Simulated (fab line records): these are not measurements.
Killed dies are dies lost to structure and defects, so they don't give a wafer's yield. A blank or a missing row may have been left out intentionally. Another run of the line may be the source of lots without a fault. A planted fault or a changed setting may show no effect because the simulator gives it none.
Split-lot trial / flow n5_finfet / 21 wafers read from 7 lots, route of 1938 steps

## THE SPLIT ITSELF
At N5_BEOL_M7_COAT_63 (time 60 s, resist thk 60 nm), the setting spin_rpm was moved away from the recipe's 1500 rpm on 7 of the 21 wafers read, by -8.1% to +9.3%. All remaining wafers had this setting at the recipe value.

Reading taken at the split's own step.

## THE READING
SOC_of_BEOL_M7_COAT_63.thk_nm (the simulator's own value, which no gauge read), in nm, at N5_BEOL_M7_COAT_63 (time 60 s, resist thk 60 nm). There is no usual value for it anywhere in the file. Across the 14 wafers here that went through the recipe, the average is 59.9 nm and the standard deviation 0.22 nm.

wafer=L076.1; tool, chamber at the split=litho_track-05, 0; spin_rpm as run, rpm=1500; against the recipe=recipe; SOC_of_BEOL_M7_COAT_63.thk_nm, nm=60; against lot-mates on the recipe=-
wafer=L076.2; tool, chamber at the split=litho_track-05, 0; spin_rpm as run, rpm=1500; against the recipe=recipe; SOC_of_BEOL_M7_COAT_63.thk_nm, nm=60; against lot-mates on the recipe=-
wafer=L076.6; tool, chamber at the split=litho_track-05, 0; spin_rpm as run, rpm=1500; against the recipe=recipe; SOC_of_BEOL_M7_COAT_63.thk_nm, nm=59.8; against lot-mates on the recipe=-
wafer=L078.1; tool, chamber at the split=litho_track-04, 0; spin_rpm as run, rpm=1500; against the recipe=recipe; SOC_of_BEOL_M7_COAT_63.thk_nm, nm=60.2; against lot-mates on the recipe=-
wafer=L078.5; tool, chamber at the split=litho_track-04, 0; spin_rpm as run, rpm=1500; against the recipe=recipe; SOC_of_BEOL_M7_COAT_63.thk_nm, nm=60.2; against lot-mates on the recipe=-
wafer=L078.4; tool, chamber at the split=litho_track-04, 0; spin_rpm as run, rpm=1559; against the recipe=+3.9%; SOC_of_BEOL_M7_COAT_63.thk_nm, nm=59; against lot-mates on the recipe=-1.2
wafer=L081.3; tool, chamber at the split=litho_track-02, 0; spin_rpm as run, rpm=1500; against the recipe=recipe; SOC_of_BEOL_M7_COAT_63.thk_nm, nm=59.8; against lot-mates on the recipe=-
wafer=L081.6; tool, chamber at the split=litho_track-02, 0; spin_rpm as run, rpm=1500; against the recipe=recipe; SOC_of_BEOL_M7_COAT_63.thk_nm, nm=59.8; against lot-mates on the recipe=-
wafer=L081.4; tool, chamber at the split=litho_track-02, 0; spin_rpm as run, rpm=1379; against the recipe=-8.1%; SOC_of_BEOL_M7_COAT_63.thk_nm, nm=62.2; against lot-mates on the recipe=+2.4
wafer=L084.1; tool, chamber at the split=litho_track-02, 0; spin_rpm as run, rpm=1500; against the recipe=recipe; SOC_of_BEOL_M7_COAT_63.thk_nm, nm=59.8; against lot-mates on the recipe=-
wafer=L084.4; tool, chamber at the split=litho_track-02, 0; spin_rpm as run, rpm=1500; against the recipe=recipe; SOC_of_BEOL_M7_COAT_63.thk_nm, nm=59.8; against lot-mates on the recipe=-
wafer=L084.6; tool, chamber at the split=litho_track-02, 0; spin_rpm as run, rpm=1566; against the recipe=+4.4%; SOC_of_BEOL_M7_COAT_63.thk_nm, nm=58.6; against lot-mates on the recipe=-1.2
wafer=L085.2; tool, chamber at the split=litho_track-05, 0; spin_rpm as run, rpm=1500; against the recipe=recipe; SOC_of_BEOL_M7_COAT_63.thk_nm, nm=59.4; against lot-mates on the recipe=-
wafer=L085.5; tool, chamber at the split=litho_track-05, 0; spin_rpm as run, rpm=1500; against the recipe=recipe; SOC_of_BEOL_M7_COAT_63.thk_nm, nm=59.8; against lot-mates on the recipe=-
wafer=L085.6; tool, chamber at the split=litho_track-05, 0; spin_rpm as run, rpm=1500; against the recipe=recipe; SOC_of_BEOL_M7_COAT_63.thk_nm, nm=59.8; against lot-mates on the recipe=-
wafer=L088.1; tool, chamber at the split=litho_track-02, 0; spin_rpm as run, rpm=1500; against the recipe=recipe; SOC_of_BEOL_M7_COAT_63.thk_nm, nm=60.2; against lot-mates on the recipe=-
wafer=L088.6; tool, chamber at the split=litho_track-02, 0; spin_rpm as run, rpm=1500; against the recipe=recipe; SOC_of_BEOL_M7_COAT_63.thk_nm, nm=60.2; against lot-mates on the recipe=-
wafer=L088.5; tool, chamber at the split=litho_track-02, 0; spin_rpm as run, rpm=1639; against the recipe=+9.3%; SOC_of_BEOL_M7_COAT_63.thk_nm, nm=57.4; against lot-mates on the recipe=-2.8
wafer=L090.1; tool, chamber at the split=litho_track-04, 0; spin_rpm as run, rpm=1553; against the recipe=+3.5%; SOC_of_BEOL_M7_COAT_63.thk_nm, nm=58.8; against lot-mates on the recipe=no lot-mate on the recipe
wafer=L090.2; tool, chamber at the split=litho_track-04, 0; spin_rpm as run, rpm=1553; against the recipe=+3.5%; SOC_of_BEOL_M7_COAT_63.thk_nm, nm=58.8; against lot-mates on the recipe=no lot-mate on the recipe
wafer=L090.5; tool, chamber at the split=litho_track-04, 0; spin_rpm as run, rpm=1553; against the recipe=+3.5%; SOC_of_BEOL_M7_COAT_63.thk_nm, nm=58.8; against lot-mates on the recipe=no lot-mate on the recipe

THE FIT
A straight line over all 21 wafers: SOC_of_BEOL_M7_COAT_63.thk_nm changes by -0.281 nm for each +1% of spin_rpm; r = -0.98; the points scatter about the line by 0.2 nm.
The same after taking each lot's own level away (the mean of its wafers on the recipe; 18 wafers): -0.298 nm for each +1%; r = -1.00; scatter 0.096 nm.
Per that fit: largest spin_rpm move, reading shift of 2.8 nm.
Measured against the standard deviation above, the lots' own levels, which go from 59.67 to 60.20 nm, span 2.4 times it.
The two slopes agree, so the slope changes little with the lot-to-lot level.
Check: with one of the wafers moved furthest among these (+9.3%) left out of the fit, the line predicts -2.72 nm for it against its lot-mates. Against them it came out at -2.8 nm.

## THESE WAFERS: OTHER SPLITS
Other splits were also applied to these wafers ahead of the reading. Each is held against what the fit with the lots' levels taken away leaves over:
other split on the same wafers=N5_BEOL_M3_COAT_05 spin_rpm; wafers away from the commonest value=5; r with SOC_of_BEOL_M7_COAT_63.thk_nm (lot level and that fit taken away)=+0.01
other split on the same wafers=N5_BEOL_M4_COAT_62 spin_rpm; wafers away from the commonest value=9; r with SOC_of_BEOL_M7_COAT_63.thk_nm (lot level and that fit taken away)=-0.01
other split on the same wafers=N5_BEOL_M4_DESCUM_16 time_s; wafers away from the commonest value=7; r with SOC_of_BEOL_M7_COAT_63.thk_nm (lot level and that fit taken away)=-0.14
other split on the same wafers=N5_BEOL_M5_COAT_05 spin_rpm; wafers away from the commonest value=6; r with SOC_of_BEOL_M7_COAT_63.thk_nm (lot level and that fit taken away)=-0.11
other split on the same wafers=N5_BEOL_M5_TRENCH_ETCH_37 time_s; wafers away from the commonest value=9; r with SOC_of_BEOL_M7_COAT_63.thk_nm (lot level and that fit taken away)=-0.15
other split on the same wafers=N5_BEOL_M5_ALD_86 ald_cycles; wafers away from the commonest value=7; r with SOC_of_BEOL_M7_COAT_63.thk_nm (lot level and that fit taken away)=-0.02

## FILE'S OWN FIT
SOC_of_BEOL_M7_COAT_63.thk_nm changes by -0.298 nm for each +1% of spin_rpm, r = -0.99.
